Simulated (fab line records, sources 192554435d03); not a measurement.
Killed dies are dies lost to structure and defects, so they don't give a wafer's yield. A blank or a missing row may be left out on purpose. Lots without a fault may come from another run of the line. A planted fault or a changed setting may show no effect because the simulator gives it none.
Which tool did it? | flow n5_finfet | 9 lots, 27 wafers sampled, at 3 steps of a route of 1938

WHAT THE GAUGES READ, wafer by wafer
N5_WELL_APT_INSPECT_38: inspects for defects (darkfield).
lot  | measured    | on                | raw_defect_count
L212 | day 1 16:54 | defect_inspect-01 | 12 21 22
L213 | day 1 22:53 | defect_inspect-02 | 43 13 9
L216 | day 2 17:19 | defect_inspect-01 | 19 13 30
L220 | day 3 16:50 | defect_inspect-02 | 14 22 16
L227 | day 5 10:55 | defect_inspect-02 | 767 809 809
L228 | day 5 16:45 | defect_inspect-02 | 803 800 783
L233 | day 6 22:47 | defect_inspect-02 | 9 10 13
L234 | day 7 04:46 | defect_inspect-01 | 11 19 28
L235 | day 7 11:19 | defect_inspect-01 | 11 16 9

WHICH TOOL RAN EACH LOT (tool, then ch and the chambers of the sampled wafers, then the start)
lot  | N5_WELL_APT_DESCUM_30             | N5_WELL_APT_STRIP_33
L212 | rie_diel-05 ch 0,1,3, day 1 15:14 | wet_bench-06 ch 0,1,7, day 1 15:44
L213 | rie_diel-04 ch 0,2, day 1 20:52   | wet_bench-05 ch 2,6,7, day 1 21:20
L216 | rie_diel-05 ch 2,3, day 2 15:27   | wet_bench-05 ch 2,3,6, day 2 15:56
L220 | rie_diel-05 ch 0,3, day 3 15:12   | wet_bench-06 ch 2,4,6, day 3 15:41
L227 | rie_diel-02 ch 0,2,3, day 5 09:04 | wet_bench-05 ch 2,4,5, day 5 09:34
L228 | rie_diel-02 ch 0,1,2, day 5 15:05 | wet_bench-05 ch 0,4,6, day 5 15:35
L233 | rie_diel-04 ch 0,2,3, day 6 20:53 | wet_bench-02 ch 2,4,5, day 6 21:23
L234 | rie_diel-04 ch 2,3, day 7 03:05   | wet_bench-02 ch 0,1,3, day 7 03:35
L235 | rie_diel-05 ch 2,3, day 7 09:26   | wet_bench-06 ch 0,5,6, day 7 09:56
- N5_WELL_APT_DESCUM_30: chemistry O2, time 7.9 s.
- N5_WELL_APT_STRIP_33: strips in SPM, time 900 s.

THE ANSWER, worked out from the rows above alone
Rule: what is usual is taken from the lots themselves. Put in order of their means at a reading, lots are off if they are a third of the lots or fewer, leave a main group of 4 or more, and stand apart from it by a gap of 3 or more times the standard deviation of the main group's means; of several such gaps the widest counts. A main group whose means are all the same, to the digits that the tables above print for the reading, isn't used. A lot without any number at a reading at which 4 lots or more have one is off too. The other lots that the step has rows for count as sound.
Off: L227, L228, at N5_WELL_APT_INSPECT_38 (raw_defect_count). The main group: mean 17, standard deviation 3.9.
A tool fits if, at a process step before that reading, it ran every lot that is off, and no sound lot after the first of them. The gauges at N5_WELL_APT_INSPECT_38 are tried like those tools. Can't be told from this: 2 tools fit, rie_diel-02 at N5_WELL_APT_DESCUM_30, wet_bench-05 at N5_WELL_APT_STRIP_33.

WHAT THE SIMULATOR HAD PUT IN
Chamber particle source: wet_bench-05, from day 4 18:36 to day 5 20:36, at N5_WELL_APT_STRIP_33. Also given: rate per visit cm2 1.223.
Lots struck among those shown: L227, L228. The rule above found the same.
